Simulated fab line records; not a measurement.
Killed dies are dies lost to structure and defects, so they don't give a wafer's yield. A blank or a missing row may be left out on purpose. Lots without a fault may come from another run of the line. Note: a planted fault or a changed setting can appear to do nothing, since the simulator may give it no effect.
Which of the tools did it? || flow nand-harc || 7 lots with 21 wafers sampled at 2 steps, on a route of 1159 steps

## WHAT EACH GAUGE READ, for each wafer
NHARC_A_BLC_INSPECT_12.
{"lot": "L969", "measured": "day 17 14:12", "on": "defect-inspect-01", "raw-defect-count": "15 12 18"}
{"lot": "L972", "measured": "day 18 10:01", "on": "defect-inspect-02", "raw-defect-count": "18 9 12"}
{"lot": "L980", "measured": "day 20 00:06", "on": "defect-inspect-01", "raw-defect-count": "10 7 11"}
{"lot": "L983", "measured": "day 20 21:09", "on": "defect-inspect-02", "raw-defect-count": "26 35 40"}
{"lot": "L985", "measured": "day 21 15:05", "on": "defect-inspect-02", "raw-defect-count": "39 27 29"}
{"lot": "L989", "measured": "day 21 19:49", "on": "defect-inspect-02", "raw-defect-count": "54 45 53"}
{"lot": "L991", "measured": "day 23 20:55", "on": "defect-inspect-01", "raw-defect-count": "39 53 45"}

## WHICH TOOL RAN EACH LOT (tool, then ch and the chambers of the sampled wafers, then the start)
{"lot": "L969", "NHARC_A_CONTACT_ETCH_136": "har-cap-etch-01 ch 0,1, day 17 04:54"}
{"lot": "L972", "NHARC_A_CONTACT_ETCH_136": "har-cap-etch-01 ch 0,1, day 18 02:06"}
{"lot": "L980", "NHARC_A_CONTACT_ETCH_136": "har-cap-etch-02 ch 0,1, day 19 16:49"}
{"lot": "L983", "NHARC_A_CONTACT_ETCH_136": "har-cap-etch-03 ch 0, day 20 16:32"}
{"lot": "L985", "NHARC_A_CONTACT_ETCH_136": "har-cap-etch-02 ch 0,1, day 21 03:20"}
{"lot": "L989", "NHARC_A_CONTACT_ETCH_136": "har-cap-etch-01 ch 0,1, day 21 15:52"}
{"lot": "L991", "NHARC_A_CONTACT_ETCH_136": "har-cap-etch-02 ch 0,1, day 23 16:05"}
- NHARC_A_CONTACT_ETCH_136: etches the open film in C4F8/O2/Ar, time 132 s, target depth 1287 nm.

## THE ANSWER, worked out from the rows above alone
Rule: the lots themselves supply what counts as usual. The widest of any qualifying gaps counts: lots, ordered by their means at a reading, are off when they make up no more than a third of the lots, leave a main group of 4 or more, and stand apart from it by 3 or more times the standard deviation of that group's means. Not used: any main group whose means are identical at the precision the tables above print for the reading. Also off: a lot with no number at a reading for which 4 or more lots have one. Any other lot the step has rows for is counted as sound.
No lot is off at any reading shown: from this, nothing can be told.

## WHAT HAD BEEN PUT IN BY THE SIMULATOR
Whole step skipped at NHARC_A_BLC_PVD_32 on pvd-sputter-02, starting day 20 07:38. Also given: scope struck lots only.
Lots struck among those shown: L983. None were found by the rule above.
